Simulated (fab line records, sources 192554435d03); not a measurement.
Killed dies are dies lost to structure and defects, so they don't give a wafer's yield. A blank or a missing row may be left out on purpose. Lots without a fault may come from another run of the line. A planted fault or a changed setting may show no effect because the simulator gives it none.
Which tool did it? | flow n5_finfet | 12 lots, 36 wafers sampled, at 1 step of a route of 1938

WHAT THE GAUGES READ, wafer by wafer
N5_HKMG_FIN_INSPECT_14: inspects for defects (macro).
lot  | measured     | on                | raw_defect_count
L075 | day 4 21:34  | defect_inspect-01 | 2 1 0
L078 | day 5 06:59  | defect_inspect-02 | 5 1 2
L079 | day 5 12:35  | defect_inspect-01 | 1 1 2
L081 | day 5 19:48  | defect_inspect-01 | 4 2 0
L083 | day 6 09:50  | defect_inspect-02 | 3 0 5
L085 | day 6 23:58  | defect_inspect-01 | 0 1 3
L087 | day 7 15:54  | defect_inspect-02 | 4 1 1
L090 | day 8 00:32  | defect_inspect-01 | 2 3 4
L091 | day 8 11:19  | defect_inspect-02 | 1 3 3
L093 | day 8 20:33  | defect_inspect-02 | 4 1 3
L095 | day 9 11:26  | defect_inspect-02 | 4 2 1
L097 | day 10 00:53 | defect_inspect-02 | 1 1 1

WHICH TOOL RAN EACH LOT (tool, then ch and the chambers of the sampled wafers, then the start)
The record holds no process step before these readings.

THE ANSWER, worked out from the rows above alone
Rule: what is usual is taken from the lots themselves. Put in order of their means at a reading, lots are off if they are a third of the lots or fewer, leave a main group of 4 or more, and stand apart from it by a gap of 3 or more times the standard deviation of the main group's means; of several such gaps the widest counts. A main group whose means are all the same, to the digits that the tables above print for the reading, isn't used. A lot without any number at a reading at which 4 lots or more have one is off too. The other lots that the step has rows for count as sound.
No lot is off at any reading shown: from this, nothing can be told.

WHAT THE SIMULATOR HAD PUT IN
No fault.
